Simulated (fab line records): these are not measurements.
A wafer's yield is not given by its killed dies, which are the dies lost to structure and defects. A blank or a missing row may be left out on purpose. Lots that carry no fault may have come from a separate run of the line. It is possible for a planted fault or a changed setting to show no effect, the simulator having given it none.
Matching of chambers ; flow nandHarc ; aldHk-02 running NHARC_A_CHANNEL_FILL_D1_ALD_25: 4 sister chambers
The step deposits SiOx, target thk 60 nm, pulse time 10 s, ald cycles 600. 16 wafers are shown with their chamber, then 8 later ones without.

== WAFERS, EACH WITH ITS CHAMBER ==
wafer;chamber;heaterPowerW (W);susceptorTempC (C);precursorPulseHeightRel
L076.1;2;501;300.25;1.027
L076.4;1;458;299.86;0.967
L076.6;1;451;299.96;0.999
L079.2;2;507;299.90;0.989
L079.4;3;395;299.98;1.050
L079.6;2;512;300.00;1.002
L080.3;0;555;299.89;1.073
L080.4;2;507;300.23;0.983
L080.5;3;392;299.84;1.015
L083.1;2;506;300.04;0.988
L083.3;3;389;299.88;1.021
L083.5;1;461;300.05;1.018
L086.1;0;522;300.00;1.028
L086.2;2;479;300.36;1.031
L086.4;1;467;299.77;0.990
L089.3;0;524;299.68;1.005

SIGNATURES (means of the wafers above)
reading;chamber 0;chamber 1;chamber 2;chamber 3;scatter within a chamber
heaterPowerW;533.67;459.25;502.00;392.00;11.3
susceptorTempC;299.8567;299.9100;300.1300;299.9000;0.148
precursorPulseHeightRel;1.03533;0.99350;1.00333;1.02867;0.0235
Rule: a wafer's distance from a chamber is the root of the sum, over the readings, of the square of ((its reading less the chamber's mean) divided by the reading's scatter). If the next closest chamber is less than 2 further off than the closest, the wafer can't be placed; otherwise it belongs to the closest. The scatter is the square root of a quotient: the sum, over the shown wafers, of each reading's squared deviation from its chamber's mean, divided by wafers minus chambers.

== WAFERS MISSING THEIR CHAMBER ==
wafer;heaterPowerW (W);susceptorTempC (C);precursorPulseHeightRel
L089.4;455;299.81;0.977
L089.5;397;300.19;1.029
L095.1;458;300.17;0.998
L095.2;494;300.67;0.970
L095.3;534;300.18;1.008
L094.4;527;300.16;0.976
L094.3;473;300.17;0.995
L094.6;540;300.12;0.992

== WHICH CHAMBER EACH ONE RAN IN ==
wafer;from the rows above;in truth
L089.4;1;1
L089.5;3;3
L095.1;1;1
L095.2;2;2
L095.3;can't be placed: 0 or 2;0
L094.4;can't be placed: 2 or 0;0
L094.3;can't be placed: 1 or 2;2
L094.6;can't be placed: 0 or 2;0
4 of 8 placed correctly. From these rows, 4 cannot be placed; in 4 the true chamber is one of the candidates. Placed wrongly: 0.
